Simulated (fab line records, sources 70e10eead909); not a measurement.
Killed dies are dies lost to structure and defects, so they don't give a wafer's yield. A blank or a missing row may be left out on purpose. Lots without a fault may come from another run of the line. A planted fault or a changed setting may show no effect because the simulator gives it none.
Chamber matching | flow nand_harc | NHARC_P_M0_STRIP_18 on rie_diel-04: 4 sister chambers
The step strips in N2/H2. 8 wafers are shown with their chamber, then 8 later ones without.

WAFERS WITH THEIR CHAMBER
wafer  | chamber | showerhead_plenum_p_Torr (Torr) | oes_product_au (a.u.)
L077.6 | 0       | 2.09                            | 1.000
L085.2 | 1       | 2.13                            | 1.008
L085.3 | 2       | 1.90                            | 0.991
L085.5 | 1       | 2.13                            | 1.008
L084.4 | 0       | 2.08                            | 0.997
L084.5 | 2       | 1.90                            | 0.990
L084.6 | 3       | 1.94                            | 0.986
L092.1 | 3       | 1.93                            | 1.000

WAFERS WITHOUT THEIR CHAMBER
wafer  | showerhead_plenum_p_Torr (Torr) | oes_product_au (a.u.)
L092.2 | 2.08                            | 0.978
L092.6 | 1.90                            | 0.988
L093.2 | 1.89                            | 1.004
L093.3 | 2.12                            | 1.001
L093.4 | 2.07                            | 0.975
L096.1 | 2.12                            | 0.995
L096.3 | 1.92                            | 1.001
L096.4 | 2.07                            | 0.979

WHICH CHAMBER EACH WENT THROUGH
wafer  | from the rows above     | in truth
L092.2 | 0                       | 0
L092.6 | 2                       | 2
L093.2 | 2                       | 2
L093.3 | 1                       | 1
L093.4 | 0                       | 0
L096.1 | 1                       | 1
L096.3 | can't be placed: 3 or 2 | 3
L096.4 | 0                       | 0
Placed correctly: 7 of 8. Can't be placed from these rows: 1 (the true chamber is among the candidates in 1). Placed wrongly: 0.
How it was worked out, from the rows above alone: a wafer's distance from a chamber is the root of the sum, over the readings, of the square of ((its reading less the chamber's mean) divided by the reading's scatter). The wafer belongs to the nearest chamber; if the next one is less than 2 further off, it can't be placed. A chamber's mean is the mean of its shown wafers. The scatter: the root of (the sum of the squares of (reading less its chamber's mean) over the shown wafers, divided by (wafers less chambers)).
